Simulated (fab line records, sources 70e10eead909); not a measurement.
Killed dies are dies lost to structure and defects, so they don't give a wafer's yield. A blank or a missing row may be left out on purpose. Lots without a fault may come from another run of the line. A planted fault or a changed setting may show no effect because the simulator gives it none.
Chamber matching | flow nand_harc | NHARC_A_M0_ETCH_34 on rie_diel-07: 4 sister chambers
The step etches the open film in N2/H2, target depth 40 nm, overetch 12 nm, time 43.94 s. 4 wafers are shown with their chamber, then 7 later ones without.

WAFERS WITH THEIR CHAMBER
wafer  | chamber | drypump_motor_current_A (A)
L076.4 | 1       | 5.1
L084.6 | 3       | 5.3
L094.3 | 2       | 5.9
L094.4 | 0       | 5.5

WAFERS WITHOUT THEIR CHAMBER
wafer  | drypump_motor_current_A (A)
L094.5 | 5.8
L095.2 | 5.3
L095.4 | 5.4
L095.6 | 5.3
L096.1 | 5.1
L096.3 | 5.4
L096.6 | 5.3

WHICH CHAMBER EACH WENT THROUGH
wafer  | from the rows above     | in truth
L094.5 | 2                       | 2
L095.2 | 3                       | 3
L095.4 | can't be placed: 0 or 3 | 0
L095.6 | 3                       | 3
L096.1 | 1                       | 1
L096.3 | can't be placed: 0 or 3 | 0
L096.6 | 3                       | 3
Placed correctly: 5 of 7. Can't be placed from these rows: 2 (the true chamber is among the candidates in 2). Placed wrongly: 0.
How it was worked out, from the rows above alone: a wafer's distance from a chamber is the root of the sum, over the readings, of the square of ((its reading less the chamber's mean) divided by the reading's scatter). The wafer belongs to the nearest chamber; if the next one is less than 2 further off, it can't be placed. A chamber's mean is the mean of its shown wafers. The scatter: with one shown wafer a chamber, the root of the mean of the squares of how far each hidden wafer lies from its nearest shown one.
